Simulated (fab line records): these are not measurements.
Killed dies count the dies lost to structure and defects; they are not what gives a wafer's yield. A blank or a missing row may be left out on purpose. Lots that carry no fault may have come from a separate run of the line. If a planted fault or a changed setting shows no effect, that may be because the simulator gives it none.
Which tool was responsible? | flow n5Finfet | 16 wafers from 6 lots sampled at 3 of the route's 1938 steps

== WHAT THE GAUGES SHOWED, per wafer ==
N5_BEOL_M10_INSPECT_58: inspects for defects (darkfield).
lot  | measured     | on               | rawDefectCount
L792 | day 11 13:16 | defectInspect-01 | 60 79
L793 | day 12 08:43 | defectInspect-02 | 93 63
L796 | day 13 03:11 | defectInspect-02 | 57 79 74
L803 | day 14 15:56 | defectInspect-01 | 93 117 93
L804 | day 14 18:29 | defectInspect-01 | 75 103 115
L811 | day 17 02:30 | defectInspect-02 | 49 76 44

== WHICH TOOL RAN EACH LOT (tool, then ch and the chambers of the sampled wafers, then the start) ==
lot  | N5_BEOL_M10_CURE_72          | N5_BEOL_M10_DEGAS_44
L792 | uvCure-01 ch 1, day 11 10:34 | pvdSputter-01, day 11 10:55
L793 | uvCure-02 ch 2, day 12 04:46 | pvdSputter-01, day 12 05:16
L796 | uvCure-02 ch 1, day 13 01:06 | pvdSputter-02, day 13 01:27
L803 | uvCure-03 ch 1, day 14 10:53 | pvdSputter-01, day 14 11:59
L804 | uvCure-01 ch 0, day 14 14:14 | pvdSputter-02, day 14 15:27
L811 | uvCure-03 ch 0, day 16 19:37 | pvdSputter-03, day 16 22:01
- N5_BEOL_M10_CURE_72: cures SiCOH lowk, time 120 s.
- N5_BEOL_M10_DEGAS_44: time 60 s.

== THE ANSWER, worked out from the rows above alone ==
Rule: the lots themselves supply what counts as usual. The widest of any qualifying gaps counts: lots, ordered by their means at a reading, are off when they make up no more than a third of the lots, leave a main group of 4 or more, and stand apart from it by 3 or more times the standard deviation of that group's means. The tables above print the reading to a certain number of digits; a main group whose means all agree to those digits is not used. Also off: a lot with no number at a reading for which 4 or more lots have one. Any other lot the step has rows for is counted as sound.
Nothing can be told from this: no lot is off at any reading shown.

== WHAT THE SIMULATOR PUT IN ==
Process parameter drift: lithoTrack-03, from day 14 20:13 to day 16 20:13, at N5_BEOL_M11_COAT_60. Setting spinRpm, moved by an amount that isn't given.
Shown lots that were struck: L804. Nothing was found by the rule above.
